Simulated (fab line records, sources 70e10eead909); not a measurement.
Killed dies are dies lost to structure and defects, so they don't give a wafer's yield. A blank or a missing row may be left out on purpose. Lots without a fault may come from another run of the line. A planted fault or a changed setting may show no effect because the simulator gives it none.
fab line records | flow nand_harc
record lots=6 wafers=18 last_day=33
route steps=1302 shown A_CHANNEL_HOLE_D1@461 A_CHANNEL_FILL_D1@490 END@1302
lots that met no fault: from a run of the same line without faults
start_h: hours from the record's first day to the start of the lot's first wafer shown | wait_h: hours since the lot's step before | " the same as in the row above | L1.1+2: a row that stands for several wafers | - no value, or no start given | * or withheld: withheld | < > ~ a bound
route shown NAME@n: a module of which the file shows steps, and the number in the route of the first | usual: mean/standard deviation of fault-free wafers | same: alike in all rows | chamber/n: place in a boat | sites: the reading at each site | _std_site: their standard deviation | _edge_site: outer sites' mean less inner sites' | radius_mm: how far each site lies from the wafer's centre | mask NAME#n: copy n | behind: the tool/chamber that last shaped the wafer | hold: why the lot was held/for how many hours/how that ended | device: the transistor (n, p or np) that didn't switch | end of line: the same wafers' tests at the end of the route | a step without rows: its recipe alone | killed: dies lost to structure and defects at the first sort, not the wafer's yield | map: a wafer's dies, x killed, . not, _ none there
set.NAME: the setting as run; set.NAME@STEP: as run at that earlier step | model.NAME: the simulator's own value behind a step, which no gauge read
lots at some steps of the route; a table a step, a row a wafer
services: from which hour (start_h, from the record's first day; less than 0 if before it) a tool's chamber was out of use, for how many hours, and why
## steps
# step NHARC_A_CHANNEL_HOLE_D1_DEVELOP_09
# recipe develop_time_s=35 dev_temp_c=23
# step NHARC_A_CHANNEL_HOLE_D1_CD_MEAS_10
# recipe target_cd_nm=100 landing_energy_ev=500
# usual cd_nm=99.9/0.32
# columns lot.wafer tool chamber start_h wait_h cd_nm
L804.1 cd_sem-02 0 210.63 - 100.4
L804.2 " 0 " " 99.8
L804.6 " 0 " " 100.0
L807.2 cd_sem-01 0 246.24 - 99.9
L807.3 " 0 " " 99.8
L807.6 " 0 " " 99.7
L809.1 cd_sem-02 0 260.75 - 100.2
L809.3 " 0 " " 100.7
L809.4 " 0 " " 100.1
L818.1 cd_sem-01 0 342.64 - 100.0
L818.4 " 0 " " 99.9
L818.6 " 0 " " 100.8
L820.4 cd_sem-02 0 363.77 - 99.7
L820.5 " 0 " " 99.5
L820.6 " 0 " " 100.0
L824.1 cd_sem-02 0 408.92 - 99.4
L824.2 " 0 " " 99.5
L824.4 " 0 " " 99.6
# step NHARC_A_CHANNEL_HOLE_D1_OVL_MEAS_11
# usual overlay_x_nm=0.0/0.7 overlay_y_nm=-0.3/0.86
# columns lot.wafer tool chamber start_h wait_h overlay_x_nm overlay_y_nm
L804.1 overlay-01 - 210.72 - -1.4 -0.8
L804.2 " - " " -1.1 -0.5
L804.6 " - " " -0.7 -0.9
L807.2 overlay-02 - 246.32 - 0.3 0.1
L807.3 " - " " -0.1 0.4
L807.6 " - " " -0.5 0.6
L809.1 overlay-02 - 260.83 - -0.3 -0.2
L809.3 " - " " -0.2 0.0
L809.4 " - " " 0.7 -0.2
L818.1 overlay-02 - 342.73 - 1.9 0.3
L818.4 " - " " 0.9 -0.2
L818.6 " - " " 1.1 0.5
L820.4 overlay-01 - 363.85 - 0.1 -1.8
L820.5 " - " " 0.3 -2.0
L820.6 " - " " -0.7 -1.9
L824.1 overlay-02 - 409.02 - -0.7 0.6
L824.2 " - " " -0.9 1.0
L824.4 " - " " -0.4 -0.1
# step NHARC_A_CHANNEL_HOLE_D1_INSPECT_12
# usual raw_defect_count=6/3
# columns lot.wafer tool chamber start_h wait_h raw_defect_count
L804.1 defect_inspect-02 - 210.76 0.0 4
L804.2 " - " " 6
L804.6 " - " " 4
L807.2 defect_inspect-01 - 246.36 0.0 2
L807.3 " - " " 4
L807.6 " - " " 7
L809.1 defect_inspect-01 - 260.87 0.0 5
L809.3 " - " " 8
L809.4 " - " " 2
L818.1 defect_inspect-01 - 342.76 0.0 4
L818.4 " - " " 3
L818.6 " - " " 6
L820.4 defect_inspect-01 - 363.89 0.0 6
L820.5 " - " " 8
L820.6 " - " " 13
L824.1 defect_inspect-01 - 409.06 0.0 4
L824.2 " - " " 10
L824.4 " - " " 10
# step NHARC_A_CHANNEL_HOLE_D1_DESCUM_15
# recipe time_s=3 o2_flow_sccm=200 ar_flow_sccm=0 bias_power_w=0 chemistry=O2
# step NHARC_A_CHANNEL_HOLE_D1_ETCH_38
# recipe target_depth_a=390 over_etch_frac=0.3 time_s=65 ion_energy_ev=80 cf4_flow_sccm=150 ar_flow_sccm=0 rf_w=300 bias_w=100 chemistry=CF4
# usual chamber_pressure_mTorr=49.99/0.054 drypump_motor_current_A=5.5/0.32 oes_product_au=1.001/0.0081 rf_vpp_V=151.1/1.3 showerhead_plenum_p_Torr=1.75/0.079 throttle_valve_pct=13.285/0.0092
# columns lot.wafer tool chamber start_h wait_h chamber_pressure_mTorr drypump_motor_current_A oes_product_au rf_hours_counter_h rf_vpp_V showerhead_plenum_p_Torr throttle_valve_pct
L804.1 rie_diel-10 3 210.90 0.1 49.96 5.6 0.997 13 150.9 1.70 13.284
L804.2 " 2 " " 49.95 5.1 0.984 13 152.0 1.83 13.292
L804.6 " 3 " " 49.94 5.6 1.001 - 151.5 1.70 13.299
L807.2 rie_diel-07 0 246.53 0.1 49.98 5.4 1.012 35 150.7 1.66 13.289
L807.3 " 2 " " 49.97 5.4 1.000 38 150.4 1.70 13.292
L807.6 " 3 " " 49.93 5.4 0.994 - 152.2 1.78 13.283
L809.1 rie_diel-10 3 261.02 0.1 50.03 5.6 1.003 1 149.8 1.70 13.289
L809.4 " 1 " " 50.06 5.4 0.994 1 149.8 1.67 13.280
L809.3 " 2 " " 49.96 5.1 1.001 1 151.8 1.83 13.282
L818.1 rie_diel-10 3 342.91 0.1 49.92 5.6 1.018 7 150.8 1.70 13.291
L818.4 " 2 " " 50.04 5.1 1.001 7 150.8 1.83 13.293
L818.6 " 3 " " 50.01 5.6 1.012 - 150.8 1.70 13.272
L820.4 rie_diel-10 1 364.05 0.1 50.04 5.3 0.997 8 150.5 1.66 13.294
L820.5 " 2 " " 50.00 5.1 1.000 - 152.5 1.82 13.290
L820.6 " 3 " " 49.98 5.6 1.018 - 151.5 1.70 13.271
L824.2 rie_diel-10 1 409.21 0.1 50.07 5.3 0.995 11 149.2 1.66 13.272
L824.4 " 2 " " 50.09 5.1 1.005 12 152.5 1.82 13.266
L824.1 " 3 " " 50.00 5.6 1.015 13 150.2 1.70 13.280
# step NHARC_A_CHANNEL_HOLE_D1_ETCH_39
# recipe target_depth_a=2600 over_etch_frac=0.3 time_s=325 ion_energy_ev=200 n2_flow_sccm=150 h2_flow_sccm=150 ar_flow_sccm=0 rf_w=400 bias_w=150 chemistry=N2/H2
# usual chamber_pressure_mTorr=30.000/0.028 drypump_motor_current_A=5.5/0.32 oes_product_au=1.003/0.0077 rf_vpp_V=429.9/2.7 showerhead_plenum_p_Torr=2.02/0.099 throttle_valve_pct=14.171/0.0093
# columns lot.wafer tool chamber start_h wait_h chamber_pressure_mTorr drypump_motor_current_A oes_product_au rf_hours_counter_h rf_vpp_V showerhead_plenum_p_Torr throttle_valve_pct
L804.1 rie_diel-10 2 - - 30.017 5.1 1.001 13 433.2 2.12 14.159
L804.2 " 3 " " 29.989 5.6 1.004 13 429.4 1.96 14.188
L804.6 " 3 " " 30.039 5.6 1.001 - 427.9 1.96 14.168
L807.2 rie_diel-07 2 - - 29.976 5.4 1.004 38 426.5 1.95 14.174
L807.3 " 1 " " 30.015 5.7 0.998 38 428.8 2.00 14.170
L807.6 " 3 " " 30.009 5.4 1.001 - 430.6 2.05 14.177
L809.4 rie_diel-10 0 - - 30.016 5.5 1.004 1 434.4 2.18 14.169
L809.1 " 1 " " 29.984 5.3 1.005 1 427.0 1.91 14.172
L809.3 " 2 " " 30.002 5.1 0.985 1 432.8 2.11 14.166
L818.1 rie_diel-10 0 - - 29.985 5.5 1.003 7 433.5 2.18 14.162
L818.4 " 1 " " 29.951 5.4 0.998 7 427.7 1.91 14.159
L818.6 " 3 " " 29.962 5.6 1.005 - 429.0 1.95 14.170
L820.4 rie_diel-10 2 - - 29.962 5.1 1.002 8 432.0 2.11 14.171
L820.5 " 1 " " 30.028 5.3 1.010 - 426.4 1.90 14.173
L820.6 " 2 " " 30.008 5.1 1.004 - 431.9 2.11 14.171
L824.1 rie_diel-10 1 - - 30.002 5.4 0.994 11 426.5 1.90 14.181
L824.2 " 2 " " 29.993 5.1 0.995 13 433.3 2.11 14.167
L824.4 " 3 " " 29.990 5.6 1.009 13 426.7 1.95 14.174
# step NHARC_A_CHANNEL_HOLE_D1_ETCH_34
# recipe target_depth_a=1540 time_s=77 cf4_flow_sccm=100 chf3_flow_sccm=30 ar_flow_sccm=0 rf_w=500 bias_w=200 chemistry=CF4/CHF3
# step NHARC_A_CHANNEL_HOLE_D1_ETCH_16
# recipe target_depth_a=31000 over_etch_frac=0.3 time_s=806 ion_energy_ev=150 o2_flow_sccm=400 cos_flow_sccm=20 ar_flow_sccm=0 rf_w=500 bias_w=300 chemistry=O2/COS
# step NHARC_A_CHANNEL_HOLE_D1_CD_MEAS_18
# usual cd_nm=100.1/1.6
# columns lot.wafer tool chamber start_h wait_h cd_nm
L804.1 cd_sem-01 - 211.94 - 99.8
L804.2 " - " " 102.0
L804.6 " - " " 99.0
L807.2 cd_sem-01 - 247.55 - 99.9
L807.3 " - " " 98.0
L807.6 " - " " 98.6
L809.1 cd_sem-03 - 262.07 - 103.4
L809.3 " - " " 101.2
L809.4 " - " " 103.2
L818.1 cd_sem-02 - 343.96 - 98.3
L818.4 " - " " 96.9
L818.6 " - " " 100.6
L820.4 cd_sem-02 - 365.06 - 100.7
L820.5 " - " " 102.1
L820.6 " - " " 97.8
L824.1 cd_sem-02 - 410.25 - 99.1
L824.2 " - " " 98.2
L824.4 " - " " 99.1
# step NHARC_A_CHANNEL_HOLE_D1_ETCH_19
# recipe bias_v=1200 source_w=2500 pressure_mtorr=15 time_s=34.5 ar_flow_sccm=375 c4f8_flow_sccm=28.8 o2_flow_sccm=96.2 temp_c=-20 target_depth_a=* chemistry=C4F8/O2/Ar
# step NHARC_A_CHANNEL_HOLE_D1_ETCH_20
# recipe bias_v=3000 source_w=withheld pressure_mtorr=20 time_s=361.9 ar_flow_sccm=375 c4f8_flow_sccm=89.3 o2_flow_sccm=35.7 temp_c=-20 target_depth_a=16000 chemistry=C4F8/O2/Ar
# step NHARC_A_CHANNEL_HOLE_D1_ETCH_21
# recipe bias_v=3000 source_w=withheld pressure_mtorr=20 time_s=514.3 ar_flow_sccm=375 c4f8_flow_sccm=89.3 o2_flow_sccm=35.7 temp_c=-20 target_depth_a=16000 chemistry=C4F8/O2/Ar
# usual chamber_pressure_mTorr=20.001/0.018 drypump_motor_current_A=5.9/0.46 he_backside_leak_sccm=6.4/0.96 showerhead_plenum_p_Torr=3.69/0.11 throttle_valve_pct=32.155/0.0091
# columns lot.wafer tool chamber start_h wait_h chamber_pressure_mTorr drypump_motor_current_A he_backside_leak_sccm rf_hours_counter_h showerhead_plenum_p_Torr throttle_valve_pct
L804.2 har_etch-01 0 212.44 0.3 20.014 6.4 6.6 100 3.73 32.148
L804.1 " 1 " " 19.979 6.1 5.8 100 3.73 32.158
L804.6 " 0 " " 20.022 6.4 6.5 - 3.73 32.151
L807.2 har_etch-02 1 249.96 0.3 20.019 6.1 6.9 335 3.60 32.140
L807.3 " 0 " " 20.044 5.1 7.3 - 3.60 32.144
L807.6 " 0 " " 20.010 5.1 7.0 - 3.60 32.144
L809.1 har_etch-02 1 262.65 0.3 20.007 6.1 7.2 339 3.60 32.154
L809.4 " 0 " " 19.970 5.1 7.5 - 3.60 32.135
L809.3 " 1 " " 19.999 6.1 7.2 - 3.60 32.168
L818.1 har_etch-02 0 347.00 0.3 19.975 5.1 7.2 381 3.58 32.169
L818.4 " 0 " " 19.990 5.1 7.2 - 3.58 32.153
L818.6 " 1 " " 20.022 6.1 7.6 - 3.56 32.172
L820.4 har_etch-02 1 367.94 0.3 19.973 6.1 8.1 - 3.56 32.144
L820.5 " 1 " " 19.999 6.1 7.8 - 3.56 32.157
L820.6 " 0 " " 19.989 5.1 7.9 - 3.57 32.164
L824.1 har_etch-01 1 410.75 0.3 20.006 6.1 6.2 218 3.66 32.155
L824.2 " 0 " " 19.979 6.4 6.8 218 3.66 32.158
L824.4 " 1 " " 19.994 6.1 6.0 - 3.66 32.149
# step NHARC_A_CHANNEL_HOLE_D1_ETCH_22
# recipe bias_v=3000 source_w=withheld pressure_mtorr=20 time_s=666.7 ar_flow_sccm=375 c4f8_flow_sccm=89.3 o2_flow_sccm=35.7 temp_c=-20 target_depth_a=16000 chemistry=C4F8/O2/Ar
# step NHARC_A_CHANNEL_HOLE_D1_ETCH_23
# recipe bias_v=5000 source_w=withheld pressure_mtorr=20 time_s=819 ar_flow_sccm=375 c4f8_flow_sccm=89.3 o2_flow_sccm=35.7 temp_c=-20 target_depth_a=16000 chemistry=C4F8/O2/Ar
# step NHARC_A_CHANNEL_HOLE_D1_ETCH_24
# recipe bias_v=5000 source_w=withheld pressure_mtorr=20 time_s=906.2 ar_flow_sccm=375 c4f8_flow_sccm=93.8 o2_flow_sccm=31.2 temp_c=-20 target_depth_a=15000 chemistry=C4F8/O2/Ar
# step NHARC_A_CHANNEL_HOLE_D1_ETCH_25
# recipe bias_v=5000 source_w=withheld pressure_mtorr=20 time_s=1040.2 ar_flow_sccm=375 c4f8_flow_sccm=93.8 o2_flow_sccm=31.2 temp_c=-20 target_depth_a=15000 chemistry=C4F8/O2/Ar
# step NHARC_A_CHANNEL_HOLE_D1_ETCH_26
# recipe bias_v=300 source_w=2000 pressure_mtorr=30 time_s=224.1 ar_flow_sccm=375 c4f8_flow_sccm=11.4 o2_flow_sccm=113.6 temp_c=-20 target_depth_a=3000 chemistry=C4F8/O2/Ar
# step NHARC_A_CHANNEL_HOLE_D1_ETCH_33
# recipe bias_v=400 source_w=2000 pressure_mtorr=25 time_s=90 ar_flow_sccm=375 c4f8_flow_sccm=41.7 o2_flow_sccm=83.3 temp_c=-20 target_depth_a=4000 chemistry=C4F8/O2/Ar
# usual chamber_pressure_mTorr=25.00/0.032 drypump_motor_current_A=5.9/0.46 he_backside_leak_sccm=6.5/0.99 showerhead_plenum_p_Torr=3.73/0.11 throttle_valve_pct=27.619/0.0083
# columns lot.wafer tool chamber start_h wait_h chamber_pressure_mTorr drypump_motor_current_A he_backside_leak_sccm rf_hours_counter_h showerhead_plenum_p_Torr throttle_valve_pct
L804.2 har_etch-01 0 216.00 0.2 25.06 6.3 6.6 103 3.76 27.625
L804.1 " 1 " " 25.02 6.1 5.6 103 3.76 27.626
L804.6 " 0 " " 25.07 6.4 6.4 - 3.76 27.601
L807.2 har_etch-02 1 253.43 0.2 25.00 6.1 7.0 339 3.63 27.622
L807.3 " 0 " " 24.98 5.1 7.2 - 3.64 27.626
L807.6 " 0 " " 25.00 5.1 7.2 - 3.64 27.618
L809.1 har_etch-02 1 266.16 0.2 25.01 6.1 7.3 343 3.63 27.626
L809.4 " 0 " " 25.05 5.1 7.4 - 3.63 27.623
L809.3 " 1 " " 25.03 6.1 7.3 - 3.63 27.607
L818.1 har_etch-02 0 350.55 0.2 24.96 5.1 7.8 384 3.61 27.614
L818.4 " 0 " " 24.99 5.1 7.7 - 3.61 27.631
L818.6 " 1 " " 24.99 6.1 7.3 - 3.60 27.621
L820.4 har_etch-02 1 371.40 0.2 24.93 6.1 8.2 - 3.59 27.625
L820.5 " 1 " " 25.04 6.1 7.9 - 3.59 27.616
L820.6 " 0 " " 24.96 5.1 7.7 - 3.60 27.630
L824.1 har_etch-01 1 414.29 0.2 25.01 6.1 6.6 221 3.70 27.637
L824.2 " 0 " " 24.99 6.4 7.1 221 3.70 27.618
L824.4 " 1 " " 25.00 6.1 6.6 - 3.70 27.624
# step NHARC_A_CHANNEL_HOLE_D1_STRIP_41
# recipe n2_flow_sccm=150 h2_flow_sccm=150 ar_flow_sccm=0 bias_w=0 chemistry=N2/H2
# step NHARC_A_CHANNEL_HOLE_D1_STRIP_42
# recipe cf4_flow_sccm=100 chf3_flow_sccm=30 ar_flow_sccm=0 bias_w=0 chemistry=CF4/CHF3
# step NHARC_A_CHANNEL_HOLE_D1_STRIP_43
# recipe o2_flow_sccm=400 cos_flow_sccm=20 ar_flow_sccm=0 bias_w=0 chemistry=O2/COS
# step NHARC_A_CHANNEL_HOLE_D1_ETCH_44
# recipe target_depth_a=1400 overetch_a=140 time_s=77 ion_energy_ev=100 cf4_flow_sccm=80 o2_flow_sccm=20 ar_flow_sccm=0 rf_w=300 bias_w=100 chemistry=CF4/O2
# usual chamber_pressure_mTorr=30.00/0.034 drypump_motor_current_A=5.5/0.32 oes_ar_750_au=1.000/0.0049 oes_f_703_au=0.999/0.0046 oes_product_au=1.001/0.0075 rf_vpp_V=197.6/1.5 showerhead_plenum_p_Torr=1.32/0.063 throttle_valve_pct=13.397/0.009
# columns lot.wafer tool chamber start_h wait_h chamber_pressure_mTorr drypump_motor_current_A oes_ar_750_au oes_f_703_au oes_product_au rf_hours_counter_h rf_vpp_V showerhead_plenum_p_Torr throttle_valve_pct
L804.2 rie_diel-12 1 216.75 0.1 29.99 5.1 0.996 1.002 0.996 38 197.1 1.32 13.399
L804.1 " 2 " " 30.00 6.0 0.996 0.995 1.000 40 197.9 1.28 13.407
L804.6 " 1 " " 30.03 5.1 0.992 1.003 1.004 - 197.1 1.32 13.407
L807.3 rie_diel-12 1 254.27 0.1 30.04 5.2 0.999 0.995 1.004 54 198.1 1.32 13.403
L807.2 " 0 " " 30.02 6.6 1.002 1.000 1.005 48 195.5 1.28 13.391
L807.6 " 1 " " 30.03 5.2 1.005 1.005 1.006 - 196.4 1.32 13.397
L809.1 rie_diel-10 3 266.87 0.1 30.01 5.6 0.989 1.000 0.995 1 196.8 1.28 13.390
L809.3 " 0 " " 29.98 5.5 1.009 0.991 1.004 1 200.5 1.42 13.411
L809.4 " 2 " " 30.01 5.1 1.009 1.004 0.991 2 198.3 1.38 13.398
L818.4 rie_diel-07 1 351.30 0.1 30.01 5.7 0.995 0.997 0.997 12 197.4 1.30 13.375
L818.1 " 3 " " 30.00 5.4 0.998 0.994 1.001 13 197.1 1.34 13.399
L818.6 " 2 " " 29.99 5.4 0.994 0.998 0.996 - 196.4 1.27 13.412
L820.4 rie_diel-10 2 372.11 0.1 29.97 5.1 0.993 1.003 1.000 9 198.4 1.38 13.402
L820.5 " 3 " " 29.97 5.6 1.007 0.990 1.010 - 196.6 1.28 13.390
L820.6 " 0 " " 30.02 5.5 1.005 1.001 1.006 - 199.5 1.42 13.418
L824.2 rie_diel-10 1 415.03 0.0 29.95 5.3 0.992 1.002 1.011 11 197.8 1.25 13.397
L824.4 " 2 " " 30.02 5.1 1.001 0.995 1.013 13 198.4 1.38 13.392
L824.1 " 3 " " 30.03 5.6 1.005 1.004 1.010 14 197.3 1.28 13.416
# step NHARC_A_CHANNEL_HOLE_D1_STRIP_27
# recipe o2_flow_sccm=500 ar_flow_sccm=0 bias_w=0 chemistry=O2
# step NHARC_A_CHANNEL_HOLE_D1_PRECLEAN_28
# recipe time_s=* temp_c=50 bath_age_min=0 chemistry=SC1
# step NHARC_A_CHANNEL_HOLE_D1_SRD_29
# step NHARC_A_CHANNEL_HOLE_D1_CD_MEAS_30
# usual cd_nm=90.0/0.85
# columns lot.wafer tool chamber start_h wait_h cd_nm
L804.1 cd_sem-03 - 217.54 - 88.9
L804.2 " - " " 89.9
L804.6 " - " " 90.4
L807.2 cd_sem-02 - 255.19 - 88.8
L807.3 " - " " 90.1
L807.6 " - " " 89.6
L809.1 cd_sem-02 - 267.66 - 90.8
L809.3 " - " " 90.2
L809.4 " - " " 90.6
L818.1 cd_sem-01 - 352.12 0.1 89.9
L818.4 " - " " 88.3
L818.6 " - " " 91.0
L820.4 cd_sem-02 - 372.89 - 90.6
L820.5 " - " " 90.1
L820.6 " - " " 88.9
L824.1 cd_sem-03 - 415.84 - 89.3
L824.2 " - " " 89.9
L824.4 " - " " 88.9
# step NHARC_A_CHANNEL_HOLE_D1_XSEM_31
# recipe landing_energy_ev=35000
# usual bot_cd_nm=74.4/0.99 bow_nm=8.64/0.29 tilt_deg=0.07/0.038
# columns lot.wafer tool chamber start_h wait_h bot_cd_nm bow_nm tilt_deg
L804.1 xsem-02 0 217.63 0.1 73.3 8.72 0.14
L804.2 " 0 " " 74.0 8.69 0.13
L804.6 " 0 " " 74.9 8.68 0.14
L807.2 xsem-02 0 255.28 0.1 73.4 8.31 0.04
L807.3 " 0 " " 74.6 8.40 0.04
L807.6 " 0 " " 74.6 8.40 0.04
L809.1 xsem-02 0 267.76 0.1 74.6 8.49 0.04
L809.3 " 0 " " 73.9 8.43 0.04
L809.4 " 0 " " 74.5 8.42 0.04
L818.1 xsem-01 0 352.21 0.1 74.7 8.28 0.08
L818.4 " 0 " " 71.5 8.23 0.08
L818.6 " 0 " " 75.3 8.34 0.08
L820.4 xsem-01 0 372.98 0.1 76.3 8.82 0.07
L820.5 " 0 " " 76.0 8.75 0.07
L820.6 " 0 " " 74.2 8.81 0.07
L824.1 xsem-01 0 415.94 0.1 74.4 8.21 0.00
L824.2 " 0 " " 75.2 8.25 0.00
L824.4 " 0 " " 74.3 8.26 0.01
# step NHARC_A_CHANNEL_HOLE_D1_INSPECT_40
# usual raw_defect_count=74/28
# columns lot.wafer tool chamber start_h wait_h raw_defect_count
L804.1 defect_inspect-02 - 217.73 - 53
L804.2 " - " " 75
L804.6 " - " " 58
L807.2 defect_inspect-01 - 255.37 - 103
L807.3 " - " " 83
L807.6 " - " " 95
L809.1 defect_inspect-01 - 267.85 - 124
L809.3 " - " " 114
L809.4 " - " " 109
L818.1 defect_inspect-02 - 352.31 - 144
L818.4 " - " " 92
L818.6 " - " " 748
L820.4 defect_inspect-01 - 373.07 - 797
L820.5 " - " " 765
L820.6 " - " " 98
L824.1 defect_inspect-02 - 416.03 - 51
L824.2 " - " " 68
L824.4 " - " " 59
# step NHARC_A_CHANNEL_FILL_D1_PRECLEAN_00
# recipe time_s=* temp_c=50 bath_age_min=0 chemistry=SC1
# step NHARC_END_SORT_01
# recipe temp_c=25
# usual killed_at_array=52/20 killed_at_other=1.0/1.3 killed_at_periphery=3.7/2.2 killed_dies=57/20 killed_open=3.2/1.6 killed_short=2.4/1.6
# same gross_dies=677
# columns lot.wafer tool chamber start_h wait_h killed_at_array killed_at_other killed_at_periphery killed_dies killed_open killed_short
L818.6 prober-01 0 730.87 3.9 121 0 5 126 5 3
L820.4 prober-01 0 763.99 3.4 111 1 5 117 3 4
L820.5 prober-01 0 764.79 3.7 104 2 4 110 2 2
# killed by level:class
L818.6 A_CHANNEL_HOLE_D1:unspecified=57 A_SLIT:chamber_film_flake=37 A_CHANNEL_HOLE_D1:chamber_film_flake=7 A_CONTACT:chamber_film_flake=6 A_STAIRCASE:chamber_film_flake=4 A_ONON_D1:geometric_particle:open=2 P_GATE:chamber_film_flake=2 A_WL_FILL:chamber_film_flake=2
L820.4 A_CHANNEL_HOLE_D1:unspecified=54 A_SLIT:chamber_film_flake=31 A_CONTACT:chamber_film_flake=12 A_CHANNEL_HOLE_D1:chamber_film_flake=8 P_GATE:chamber_film_flake=2 P_GATE:geometric_particle:open=1 P_CONTACT:geometric_particle:open=1 A_ONON_D1:geometric_particle:short=1
L820.5 A_CHANNEL_HOLE_D1:unspecified=57 A_SLIT:chamber_film_flake=34 A_CONTACT:chamber_film_flake=5 A_CHANNEL_HOLE_D1:chamber_film_flake=4 P_GATE:chamber_film_flake=2 THIN_TSV:chamber_film_flake=2 P_M2:geometric_particle:open=1 A_ONON_D1:geometric_particle:open=1
## services
# columns tool chamber start_h hours kind
rie_diel-10 0 197.33 - clean
rie_diel-10 1 197.33 - clean
rie_diel-10 2 197.33 - clean
rie_diel-10 3 197.33 - clean
rie_diel-10 0 221.83 - clean
rie_diel-10 1 221.83 - clean
rie_diel-10 2 221.83 - clean
rie_diel-10 3 221.83 - clean
rie_diel-07 0 232.43 3.9 repair
rie_diel-12 2 240.43 25.3 repair
rie_diel-10 - 242.54 9.0 pm
rie_diel-10 0 242.54 9.0 vent_cycle
rie_diel-10 1 242.54 9.0 vent_cycle
rie_diel-10 2 242.54 9.0 vent_cycle
rie_diel-10 3 242.54 9.0 vent_cycle
rie_diel-10 0 251.54 - clean
rie_diel-12 - 268.96 9.0 pm
rie_diel-07 0 278.31 7.7 repair
rie_diel-10 2 286.15 2.9 repair
rie_diel-07 - 294.29 9.0 pm
xsem-01 - 364.77 1.8 repair
rie_diel-10 1 372.76 22.8 repair
xsem-01 - 374.00 14.0 pm
har_etch-02 - 377.00 17.0 pm
## key
first_sign step=NHARC_A_CHANNEL_HOLE_D1_INSPECT_40 reading=raw_defect_count direction=up sigmas=24 usual=74 struck=770
more_kills_born_at NHARC_A_CHANNEL_HOLE_D1_ETCH_21@har_etch-02=106
met_at NHARC_A_CHANNEL_HOLE_D1_ETCH_21
struck_wafers L818.6,L820.4,L820.5
tester_left_out L818,L820
onset_between 262.65 347.00
fault kind=chamber_particle_source tool=har_etch-02 chamber=1 onset_h=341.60 steps=NHARC_A_CHANNEL_HOLE_D1_ETCH_21 rate_per_visit_cm2=1.022 end_h=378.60
# tester_left_out: of these lots the tester's yield and bins aren't shown, on N5 and GAA mostly nor the transistor test; their killed dies are dies lost to structure and defects alone, not to doping, threshold or leakage, so they don't give the yield
